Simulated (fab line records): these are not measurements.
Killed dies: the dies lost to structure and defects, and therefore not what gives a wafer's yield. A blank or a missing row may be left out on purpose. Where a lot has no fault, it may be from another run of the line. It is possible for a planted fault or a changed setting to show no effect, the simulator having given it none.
fab line records ; flow n5-finfet
record: lots: 10; wafers: 29; last-day: 18
route steps=1938 shown ZERO_LAYER@10 WELL_APT@55 PMOS_HMC_CHANNEL_EPI@65 BEOL_M4@1111 PASSIVATION@1936
lots untouched by any fault: they come from a run of this same line in which no faults occurred
start-h: the number of hours between the record's first day and the start of the first shown wafer of the lot ; wait-h: hours elapsed since this lot's preceding step ; " identical to the entry in the row above ; L1.1+2: one row covering several wafers at once ; - no value present, or no start provided ; * or withheld: withheld ; < > ~ a bound
route shown NAME@n: NAME is a module with steps in the file, n the number in the route of the first one ; usual: the fault-free wafers' mean and standard deviation ; same: alike in all rows ; chamber/n: place in a boat ; sites: each site's reading ; _std_site: standard deviation of those values ; _edge_site: inner sites' mean taken away from outer sites' mean ; radius-mm: for every site, how far away it sits from the centre of the wafer ; mask NAME#n: copy n ; behind: the last tool/chamber to shape the wafer ; hold: why the lot was held/for how many hours/how that ended ; device: the transistor (n, p or np) that didn't switch ; end of line: the same wafers' tests at the end of the route ; a step given without rows: its recipe and nothing more ; killed: the dies lost at the first sort to structure and to defects; this is not the yield of the wafer ; map: dies across one wafer; x = killed, . = not, _ = none there
set.NAME: the setting as run; set.NAME@STEP: as run at that earlier step ; model.NAME: the simulator's own value behind a step, which no gauge read
the route's steps for a sample of lots (tables are steps, rows are wafers)
services: a tool's chamber out of use, with start hour (start-h, from the record's first day; less than 0 if before it), hours out, and reason
== steps ==
step: N5_ZERO_LAYER_PEB_09
recipe: peb-temp-c: withheld; peb-time-s: *
lot.wafer;tool;chamber;start-h;wait-h
L963.4+5+6;litho-track-01;0;12.65;0.0
L964.3+4+5;litho-track-02;0;18.55;0.0
L966.3+4+5;litho-track-02;0;30.65;0.0
L974.1+6;litho-track-02;0;78.52;0.1
L978.3+5+6;litho-track-01;0;102.65;0.0
L980.2+3+5;litho-track-04;0;114.65;0.0
L982.1+2+6;litho-track-01;0;126.67;0.1
L983.3+4+6;litho-track-01;0;132.52;0.0
L985.1+2+4;litho-track-02;0;144.66;0.1
L986.3+4+6;litho-track-04;0;150.54;0.0
step: N5_ZERO_LAYER_CD_MEAS_11
recipe: target-cd-nm: 2000; landing-energy-ev: 500; detector: se-inlens
usual: cd-nm: 2001.5/2.2
lot.wafer;tool;chamber;start-h;wait-h;cd-nm
L963.4;cd-sem-01;0;12.77;-;1998.3
L963.5;cd-sem-01;0;12.77;-;2001.6
L963.6;cd-sem-01;0;12.77;-;2001.1
L964.3;cd-sem-03;0;18.67;-;2004.8
L964.4;cd-sem-03;0;18.67;-;2005.7
L964.5;cd-sem-03;0;18.67;-;2001.2
L966.3;cd-sem-01;0;30.77;-;2001.8
L966.4;cd-sem-01;0;30.77;-;2001.8
L966.5;cd-sem-01;0;30.77;-;2000.0
L974.1;cd-sem-03;0;78.64;-;2011.7
L974.6;cd-sem-03;0;78.64;-;2000.3
L978.3;cd-sem-01;0;102.77;-;2004.1
L978.5;cd-sem-01;0;102.77;-;1999.3
L978.6;cd-sem-01;0;102.77;-;2002.6
L980.2;cd-sem-01;0;114.77;-;1997.2
L980.3;cd-sem-01;0;114.77;-;1999.7
L980.5;cd-sem-01;0;114.77;-;1999.2
L982.1;cd-sem-03;0;126.78;-;2002.8
L982.2;cd-sem-03;0;126.78;-;1999.3
L982.6;cd-sem-03;0;126.78;-;1999.9
L983.3;cd-sem-03;0;132.64;-;2002.4
L983.4;cd-sem-03;0;132.64;-;2001.0
L983.6;cd-sem-03;0;132.64;-;2003.4
L985.1;cd-sem-01;0;144.78;-;2004.0
L985.2;cd-sem-01;0;144.78;-;2004.9
L985.4;cd-sem-01;0;144.78;-;2001.7
L986.3;cd-sem-02;0;150.66;-;2001.1
L986.4;cd-sem-02;0;150.66;-;2005.6
L986.6;cd-sem-02;0;150.66;-;2002.0
step: N5_WELL_APT_EPI_41
recipe: material: Si; target-thk-a: 500; temp-c: 650; precursor: SiH4/H2; pressure-torr: 20; time-s: 297.7
usual: susceptor-temp-C: 649.98/0.26; throttle-valve-pct: 10.68/0.2
lot.wafer;tool;chamber;start-h;wait-h;susceptor-temp-C;throttle-valve-pct
L963.4;epi-rpcvd-02;0;16.62;0.3;649.93;10.50
L963.5;epi-rpcvd-02;0;16.62;0.3;650.23;10.48
L963.6;epi-rpcvd-02;0;16.62;0.3;650.03;10.36
L964.3;epi-rpcvd-04;0;23.07;0.3;650.42;10.79
L964.4;epi-rpcvd-04;0;23.07;0.3;649.75;10.78
L964.5;epi-rpcvd-04;0;23.07;0.3;650.06;10.92
L966.3;epi-rpcvd-04;0;35.52;0.3;650.31;11.03
L966.4;epi-rpcvd-04;0;35.52;0.3;650.24;10.70
L966.5;epi-rpcvd-04;0;35.52;0.3;650.30;10.62
L974.1;epi-rpcvd-04;0;82.75;0.0;649.89;10.97
L974.6;epi-rpcvd-04;0;82.75;0.0;649.54;10.66
L978.3;epi-rpcvd-02;0;106.65;0.3;650.08;10.39
L978.5;epi-rpcvd-02;0;106.65;0.3;649.71;10.48
L978.6;epi-rpcvd-02;0;106.65;0.3;649.86;10.46
L980.2;epi-rpcvd-04;0;118.27;0.1;649.68;10.92
L980.3;epi-rpcvd-04;0;118.27;0.1;649.98;10.78
L980.5;epi-rpcvd-04;0;118.27;0.1;649.93;10.63
L982.1;epi-rpcvd-03;0;130.00;0.0;649.93;10.83
L982.2;epi-rpcvd-03;0;130.00;0.0;650.16;10.70
L982.6;epi-rpcvd-03;0;130.00;0.0;650.10;10.70
L983.3;epi-rpcvd-04;0;136.46;0.3;650.18;10.83
L983.4;epi-rpcvd-04;0;136.46;0.3;649.74;10.79
L983.6;epi-rpcvd-04;0;136.46;0.3;649.58;10.95
L985.1;epi-rpcvd-02;0;148.52;0.0;650.00;10.40
L985.2;epi-rpcvd-02;0;148.52;0.0;650.10;10.52
L985.4;epi-rpcvd-02;0;148.52;0.0;649.96;10.65
L986.3;epi-rpcvd-03;0;154.94;0.3;649.94;10.83
L986.4;epi-rpcvd-03;0;154.94;0.3;650.07;10.61
L986.6;epi-rpcvd-03;0;154.94;0.3;650.13;10.96
step: N5_PMOS_HMC_CHANNEL_EPI_CD_MEAS_09
recipe: target-cd-nm: 237.4; landing-energy-ev: 500; detector: se-inlens
usual: cd-nm: 237.0/1.1
lot.wafer;tool;chamber;start-h;wait-h;cd-nm
L963.4;cd-sem-01;0;17.29;-;239.0
L963.5;cd-sem-01;0;17.29;-;239.8
L963.6;cd-sem-01;0;17.29;-;240.1
L964.3;cd-sem-01;0;24.10;-;234.5
L964.4;cd-sem-01;0;24.10;-;236.5
L964.5;cd-sem-01;0;24.10;-;235.6
L966.3;cd-sem-01;0;36.53;-;238.4
L966.4;cd-sem-01;0;36.53;-;237.0
L966.5;cd-sem-01;0;36.53;-;237.1
L974.1;cd-sem-03;0;83.83;-;237.2
L974.6;cd-sem-03;0;83.83;-;236.7
L978.3;cd-sem-03;0;107.54;-;236.3
L978.5;cd-sem-03;0;107.54;-;234.8
L978.6;cd-sem-03;0;107.54;-;237.2
L980.2;cd-sem-02;0;119.25;-;236.5
L980.3;cd-sem-02;0;119.25;-;236.6
L980.5;cd-sem-02;0;119.25;-;236.8
L982.1;cd-sem-03;0;131.27;-;237.8
L982.2;cd-sem-03;0;131.27;-;236.4
L982.6;cd-sem-03;0;131.27;-;238.5
L983.3;cd-sem-02;0;137.35;-;236.0
L983.4;cd-sem-02;0;137.35;-;236.8
L983.6;cd-sem-02;0;137.35;-;238.0
L985.1;cd-sem-03;0;149.81;-;237.3
L985.2;cd-sem-03;0;149.81;-;234.8
L985.4;cd-sem-03;0;149.81;-;235.8
L986.3;cd-sem-02;0;155.95;-;238.6
L986.4;cd-sem-02;0;155.95;-;236.2
L986.6;cd-sem-02;0;155.95;-;236.7
step: N5_PMOS_HMC_CHANNEL_EPI_FIN_RECESS_16
recipe: chemistry: HBr/Cl2; target: Si; mask-material: SiO2; target-depth-a: 540; time-s: 18; pressure-mtorr: 10; icp-w: 800; bias-w: 75; HBr_flow_sccm: 150; Cl2_flow_sccm: 80
usual: bias-w: 75.01/0.22; drypump-motor-current-A: 5.7/0.43; oes-product-au: 1.005/0.021; throttle-valve-pct: 35.7/0.45
lot.wafer;tool;chamber;start-h;wait-h;bias-w;drypump-motor-current-A;oes-product-au;rf-hours-counter-h;throttle-valve-pct
L963.4;rie-si-01;3;17.83;0.0;74.74;5.3;0.968;130;35.6
L963.5;rie-si-01;3;17.83;0.0;75.29;5.3;0.972;-;35.5
L963.6;rie-si-01;0;17.83;0.0;75.04;5.2;0.971;-;35.2
L964.3;rie-si-02;0;24.74;0.0;75.36;5.8;1.042;87;35.5
L964.4;rie-si-02;1;24.74;0.0;75.20;5.6;0.989;79;36.5
L964.5;rie-si-02;3;24.74;0.0;75.00;6.2;0.992;-;35.8
L966.3;rie-si-01;0;37.12;0.0;75.22;5.2;0.974;95;35.2
L966.4;rie-si-01;2;37.12;0.0;75.09;5.1;1.009;74;35.4
L966.5;rie-si-01;3;37.12;0.0;74.98;5.3;0.986;-;35.5
L974.1;rie-si-06;0;84.52;0.0;75.37;5.2;0.979;102;35.5
L974.6;rie-si-06;2;84.52;0.0;75.31;6.0;0.981;-;36.2
L978.3;rie-si-01;1;108.08;0.0;74.75;6.7;1.018;138;35.9
L978.5;rie-si-01;2;108.08;0.0;75.31;5.1;1.026;-;35.3
L978.6;rie-si-01;1;108.08;0.0;74.99;6.7;1.023;-;35.9
L980.2;rie-si-01;0;119.81;0.0;75.05;5.2;0.974;96;35.2
L980.3;rie-si-01;3;119.81;0.0;75.04;5.2;0.979;132;35.5
L980.5;rie-si-01;2;119.81;0.0;75.14;5.1;1.017;-;35.3
L982.1;rie-si-06;3;132.12;0.0;74.84;5.9;0.992;21;35.2
L982.2;rie-si-06;0;132.12;0.0;74.77;5.2;0.987;103;35.5
L982.6;rie-si-06;2;132.12;0.0;75.01;6.0;0.991;-;36.2
L983.3;rie-si-01;3;138.83;0.0;75.10;5.3;0.987;132;35.5
L983.4;rie-si-01;2;138.83;0.0;75.02;5.1;1.023;75;35.3
L983.6;rie-si-01;3;138.83;0.0;74.87;5.3;0.991;-;35.5
L985.1;rie-si-02;3;150.67;0.0;74.83;6.2;1.009;25;35.8
L985.2;rie-si-02;2;150.67;0.0;75.34;5.6;1.023;141;35.5
L985.4;rie-si-02;1;150.67;0.0;75.09;5.6;1.001;81;36.5
L986.3;rie-si-02;0;156.50;0.0;75.00;5.8;1.035;90;35.5
L986.4;rie-si-02;2;156.50;0.0;74.98;5.6;1.036;142;35.5
L986.6;rie-si-02;1;156.50;0.0;74.86;5.5;0.997;-;36.5
step: N5_BEOL_M4_RC_MEAS_101
usual: DIBL_N: 37.0/2.3; DIBL_P: 37.3/2.8; IOFF_N: 0.17/0.046; IOFF_P: 0.23/0.054; ION_N: 675/14; ION_P: 460/9.3; SS_N: 71.7/0.73; SS_P: 73.6/0.95; VT_N: 249/3.9; VT_P: -250/3.9
lot.wafer;tool;chamber;start-h;wait-h;DIBL_N[mV/V];DIBL_P[mV/V];IOFF_N[nA/um];IOFF_P[nA/um];ION_N[uA/um];ION_P[uA/um];SS_N[mV/dec];SS_P[mV/dec];VT_N[mV];VT_P[mV]
L963.4;prober-02;0;167.30;0.5;40.3;40.9;0.23;0.31;680;471;72.2;74.8;243;-246
L963.5;prober-02;0;167.30;0.5;37.1;35.4;0.15;0.21;676;464;71.3;73.7;251;-251
L963.6;prober-02;0;167.30;0.5;43.8;44.8;0.36;0.42;712;478;73.7;76.2;240;-243
L964.3;prober-02;0;170.31;0.3;37.4;37.6;0.19;0.22;677;457;72.1;73.7;250;-249
L964.4;prober-02;0;170.31;0.3;36.8;37.4;0.17;0.22;667;453;71.1;75.0;249;-251
L964.5;prober-02;0;170.31;0.3;39.6;40.9;0.25;0.29;688;457;72.2;76.1;245;-248
L966.3;prober-02;0;190.91;0.3;37.5;37.8;0.18;0.19;682;454;72.0;73.1;248;-252
L966.4;prober-02;0;190.91;0.3;36.0;36.8;0.16;0.18;676;453;71.0;73.5;249;-254
L966.5;prober-02;0;190.91;0.3;41.5;43.3;0.27;0.28;694;461;73.1;75.4;244;-246
L974.1;prober-01;0;235.41;0.0;37.4;35.9;0.17;0.19;670;458;71.4;73.9;247;-251
L974.6;prober-01;0;235.41;0.0;36.7;35.2;0.15;0.18;662;457;71.8;72.4;250;-251
L978.3;prober-01;0;275.61;0.3;36.8;37.9;0.16;0.22;677;459;71.4;72.9;249;-250
L978.5;prober-01;0;275.61;0.3;39.9;41.1;0.19;0.27;679;466;72.4;74.2;248;-249
L978.6;prober-01;0;275.61;0.3;36.6;36.6;0.16;0.19;673;457;71.0;73.1;248;-252
L980.2;prober-02;0;286.35;0.2;33.5;30.7;0.10;0.13;640;440;71.0;72.3;257;-258
L980.3;prober-02;0;286.35;0.2;36.2;35.0;0.14;0.18;664;452;71.2;73.1;250;-254
L980.5;prober-02;0;286.35;0.2;37.3;35.0;0.16;0.18;666;448;72.1;73.3;250;-253
L982.1;prober-02;0;288.93;0.0;36.2;33.2;0.15;0.18;670;456;71.6;72.5;253;-253
L982.2;prober-02;0;288.93;0.0;37.1;35.2;0.17;0.21;676;454;71.7;72.8;250;-253
L982.6;prober-02;0;288.93;0.0;35.3;33.1;0.13;0.18;677;466;70.6;73.1;252;-250
L983.3;prober-01;0;302.09;0.3;38.3;39.4;0.20;0.24;673;456;71.8;73.6;247;-251
L983.4;prober-01;0;302.09;0.3;36.8;38.0;0.17;0.21;671;455;72.3;72.9;250;-252
L983.6;prober-01;0;302.09;0.3;37.2;38.0;0.18;0.22;666;455;71.8;73.7;248;-250
L986.3;prober-01;0;318.13;0.3;37.3;38.5;0.16;0.18;675;450;72.0;74.2;252;-257
L986.4;prober-01;0;318.13;0.3;37.0;38.7;0.17;0.18;675;449;71.9;73.9;251;-256
L986.6;prober-01;0;318.13;0.3;33.1;34.3;0.10;0.13;656;445;70.3;72.1;256;-258
L985.1;prober-02;0;319.71;0.0;37.7;38.9;0.19;0.28;670;460;72.9;73.9;249;-247
L985.2;prober-02;0;319.71;0.0;40.0;40.9;0.24;0.30;696;474;73.1;74.6;244;-245
L985.4;prober-02;0;319.71;0.0;35.8;37.0;0.15;0.23;677;471;71.6;73.2;250;-248
step: N5_PASSIVATION_PROBE_49
usual: defect-limited-yield: 91.5/1.3; killed_at_M0_to_M3: 36/10; killed_at_M4_up: 13/4.7; killed-at-contacts: 13/6.7; killed-at-front-end: 37/9.7; killed-at-other: 2.6/2.3; killed-dies: 101/15; killed-open: 67/12; killed-short: 32/6.7; sort_bin_4_leakage: 0.0/0.31; sort_bin_5_function: 5.0/0.89; sort_bin_6_memory: 3.2/0.63; sort_bin_8_speed: 0.01/0.03; sort-n-pass: 1079/16; sort-yield-pct: 91.4/1.4
same: gross-dies: 1180; killed-at-back-side: 0
lot.wafer;tool;chamber;start-h;wait-h;defect-limited-yield[%];killed_at_M0_to_M3;killed_at_M4_up;killed-at-contacts;killed-at-front-end;killed-at-other;killed-dies;killed-open;killed-short;sort_bin_4_leakage[%];sort_bin_5_function[%];sort_bin_6_memory[%];sort_bin_8_speed[%];sort-n-pass;sort-yield-pct[%]
L974.6;prober-02;-;349.64;0.3;90.0;34;22;17;44;1;118;71;31;0;5.5;3.1;0;1062;90.0
L978.3;prober-01;-;383.21;0.1;88.6;46;27;12;45;4;134;88;46;0;6.7;4.3;0;1046;88.6
L978.5;prober-01;-;383.31;0.2;90.7;24;10;26;44;6;110;73;34;0;5.5;3.6;0;1070;90.7
L978.6;prober-01;-;383.36;0.3;91.2;30;19;16;31;8;104;62;40;0;4.2;4.1;0;1076;91.2
L982.1;prober-02;-;387.00;0.0;92.1;30;20;9;32;2;93;60;31;0;4.6;3.0;0;1087;92.1
L982.2;prober-02;-;387.05;0.1;91.6;34;7;26;30;2;99;62;36;0;4.8;3.5;0;1081;91.6
L982.6;prober-02;-;387.25;0.3;94.0;27;11;14;16;3;71;54;17;0;3.6;2.3;0;1109;94.0
killed by level:class
L974.6 BEOL_M4:geometric-particle:open=16 MOL_CONTACT_COAG:geometric-particle:open=14 HKMG_FIN:area-etch=10 STI_FIN_REVEAL:geometric-particle:open=8 BEOL_M2:geometric-particle:open=7 BEOL_M2:geometric-particle:short=6 BEOL_M1:geometric-particle:open=5 BEOL_M0_SAQP:geometric-particle:open=4
L978.3 BEOL_M4:geometric-particle:open=16 FIN_SAQP:geometric-particle:open=13 BEOL_M0_SAQP:geometric-particle:short=13 FIN_SAQP:geometric-particle:short=12 BEOL_M0_SAQP:geometric-particle:open=11 MOL_CONTACT_COAG:geometric-particle:open=9 BEOL_M3:geometric-particle:open=7 STI_FIN_REVEAL:geometric-particle:open=5
L978.5 MOL_CONTACT_COAG:geometric-particle:open=20 FIN_SAQP:geometric-particle:short=15 FIN_SAQP:geometric-particle:open=14 BEOL_M3:geometric-particle:open=7 MOL_CONTACT_COAG:geometric-particle:short=6 BEOL_M0_SAQP:geometric-particle:open=6 BEOL_M4:geometric-particle:open=5 STI_FIN_REVEAL:geometric-particle:open=4
L978.6 MOL_CONTACT_COAG:geometric-particle:open=12 BEOL_M4:geometric-particle:open=10 FIN_SAQP:geometric-particle:open=9 FIN_SAQP:geometric-particle:short=8 BEOL_M0:geometric-particle:open=7 BEOL_M0_SAQP:geometric-particle:short=7 BEOL_M0_SAQP:geometric-particle:open=6 BEOL_M4:geometric-particle:short=5
L982.1 BEOL_M4:geometric-particle:open=9 MOL_CONTACT_COAG:geometric-particle:open=8 STI_FIN_REVEAL:geometric-particle:open=6 BEOL_M0_SAQP:geometric-particle:open=6 BEOL_M0_SAQP:geometric-particle:short=6 GATE_CUT:geometric-particle:short=5 BEOL_M2:geometric-particle:open=5 BEOL_M3:geometric-particle:open=4
L982.2 MOL_CONTACT_COAG:geometric-particle:open=22 BEOL_M0_SAQP:geometric-particle:short=13 STI_FIN_REVEAL:geometric-particle:open=5 GATE_CUT:geometric-particle:short=5 BEOL_M0_SAQP:geometric-particle:open=5 BEOL_M3:geometric-particle:open=5 FIN_SAQP:geometric-particle:short=4 MOL_CONTACT_COAG:geometric-particle:short=4
L982.6 BEOL_M2:geometric-particle:open=12 MOL_CONTACT_COAG:geometric-particle:open=10 DUMMY_GATE:geometric-particle:open=4 MOL_CONTACT_COAG:geometric-particle:short=4 BEOL_M1:geometric-particle:open=4 BEOL_M3:geometric-particle:open=4 BEOL_M0_SAQP:geometric-particle:short=3 BEOL_M4:geometric-particle:open=3
== services ==
tool;chamber;start-h;hours;kind
rie-si-06;-;31.40;0.2;repair
rie-si-01;-;41.38;15.6;pm
rie-si-02;3;50.73;5.0;repair
epi-rpcvd-04;-;64.22;0.7;repair
rie-si-06;0;89.52;1.2;repair
epi-rpcvd-02;-;97.85;1.3;repair
litho-track-02;-;111.51;-;consumable-replace:filter
rie-si-01;1;133.49;2.0;repair
litho-track-01;-;134.04;-;consumable-replace:filter
litho-track-02;-;135.69;-;consumable-replace:filter
epi-rpcvd-04;-;146.62;17.6;repair
rie-si-02;-;146.73;2.8;pm
== key ==
first-sign: step: N5_ZERO_LAYER_CD_MEAS_11; reading: cd-nm; direction: up; sigmas: 4.6; usual: 2001.5; struck: 2011.7
effect none on later readings
met-at N5_ZERO_LAYER_PEB_09
struck-lots L974
struck-wafers L974.1
baseline-loss: step: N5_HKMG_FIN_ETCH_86; wafers: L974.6
not-acting-at N5_WELL_APT_EPI_41,N5_PMOS_HMC_CHANNEL_EPI_CD_MEAS_09,N5_PMOS_HMC_CHANNEL_EPI_FIN_RECESS_16
onset-between 30.65 78.52
fault: kind: process-parameter-drift; tool: litho-track-02; chamber: -; onset-h: 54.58; steps: N5_ZERO_LAYER_PEB_09; channel: peb-time-s; offset: *; shape: step; end-h: 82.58; scope: struck-wafers-only; acts-in: *; stated: *
baseline-loss: these wafers lose ten dies or more at that step, a loss of the line's own and not of a fault; the sort's usual values leave them out
